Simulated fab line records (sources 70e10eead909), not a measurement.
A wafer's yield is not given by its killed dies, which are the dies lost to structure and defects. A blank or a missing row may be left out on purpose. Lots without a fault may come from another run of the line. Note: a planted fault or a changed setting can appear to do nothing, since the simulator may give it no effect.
Matching of chambers -- flow nandHarc -- 4 sister chambers for NHARC_A_STAIRCASE_TRIM_187 on rieDiel-05
The step chemistry O2, time 211.2 s. 8 wafers are shown with their chamber, then 9 later ones without.

## EACH WAFER AND ITS CHAMBER
wafer,chamber,showerheadPlenumPTorr (Torr),drypumpMotorCurrentA (A)
L078.6,1,3.71,6.6
L087.6,0,3.38,5.4
L086.1,1,3.70,6.5
L086.2,3,3.41,5.8
L086.6,2,3.44,6.2
L088.1,3,3.41,5.8
L088.3,2,3.44,6.1
L088.5,0,3.38,5.4

## WAFERS WITH NO CHAMBER GIVEN
wafer,showerheadPlenumPTorr (Torr),drypumpMotorCurrentA (A)
L090.2,3.38,5.4
L090.3,3.41,5.8
L090.6,3.41,5.8
L089.1,3.38,5.4
L089.4,3.44,6.1
L089.5,3.41,5.8
L097.1,3.37,5.4
L097.5,3.37,5.4
L097.6,3.69,6.5

## CHAMBER TAKEN BY EACH
wafer,from the rows above,in truth
L090.2,0,0
L090.3,3,3
L090.6,3,3
L089.1,0,0
L089.4,2,2
L089.5,3,3
L097.1,0,0
L097.5,0,0
L097.6,1,1
9 of 9 placed correctly. Can't be placed from these rows: 0. Placed wrongly: 0.
How it was worked out, from the rows above alone: a wafer's distance from a chamber is the root of the sum, over the readings, of the square of ((its reading less the chamber's mean) divided by the reading's scatter). The wafer belongs to the nearest chamber; if the next one is less than 2 further off, it can't be placed. Each chamber's mean is taken over the wafers shown for it. How the scatter is found: for the shown wafers, subtract from each reading the mean of its chamber, square and add these, divide the total by (wafers less chambers), then take the root.
